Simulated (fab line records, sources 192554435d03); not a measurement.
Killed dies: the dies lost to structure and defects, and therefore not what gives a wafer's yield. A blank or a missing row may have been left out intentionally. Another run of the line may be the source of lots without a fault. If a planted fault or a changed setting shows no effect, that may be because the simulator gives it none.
Which tool did it? ; flow n5_finfet ; 8 lots with 24 wafers sampled at 2 steps, on a route of 1938 steps

## WHAT THE GAUGES SHOWED, per wafer
N5_BEOL_M4_CD_MEAS_28: target cd 26.2 nm, target cd y 24.1 nm.
lot;measured;on;cd_nm (nm)
L414;day 8 09:01;cd_sem-03;26.33 25.89 26.46
L413;day 8 12:58;cd_sem-02;26.09 26.12 25.94
L415;day 8 21:59;cd_sem-01;26.32 26.32 26.32
L417;day 8 23:27;cd_sem-02;26.51 26.08 26.69
L422;day 9 19:20;cd_sem-03;26.40 26.21 25.99
L434;day 13 07:52;cd_sem-02;26.30 26.10 26.96
L436;day 13 15:00;cd_sem-02;26.54 26.26 26.78
L435;day 13 17:15;cd_sem-02;26.47 26.15 26.31

## WHICH TOOL RAN EACH LOT (tool, then ch and the chambers of the sampled wafers, then the start)
lot;N5_BEOL_M4_STRIP_19
L414;rie_diel-02 ch 0,1, day 8 08:38
L413;rie_diel-01 ch 0,1,2, day 8 12:34
L415;rie_diel-01 ch 0,2, day 8 21:28
L417;rie_diel-05 ch 0,2,3, day 8 22:56
L422;rie_diel-02 ch 0,1,2, day 9 18:56
L434;rie_diel-05 ch 0,2, day 13 07:21
L436;rie_diel-01 ch 0,2,3, day 13 14:37
L435;rie_diel-05 ch 0,3, day 13 16:44
- N5_BEOL_M4_STRIP_19: strips in O2.

## THE ANSWER, worked out from the rows above alone
Rule: the lots themselves supply what counts as usual. Put in order of their means at a reading, lots are off if they are a third of the lots or fewer, leave a main group of 4 or more, and stand apart from it by a gap of 3 or more times the standard deviation of the main group's means; of several such gaps the widest counts. If all means in a main group match to the digits the tables above print for the reading, that group is not used. Also off: a lot with no number at a reading for which 4 or more lots have one. Any other lot the step has rows for is counted as sound.
No lot is off on any of the readings shown, so nothing can be concluded from this.

## WHAT THE SIMULATOR HAD PUT IN
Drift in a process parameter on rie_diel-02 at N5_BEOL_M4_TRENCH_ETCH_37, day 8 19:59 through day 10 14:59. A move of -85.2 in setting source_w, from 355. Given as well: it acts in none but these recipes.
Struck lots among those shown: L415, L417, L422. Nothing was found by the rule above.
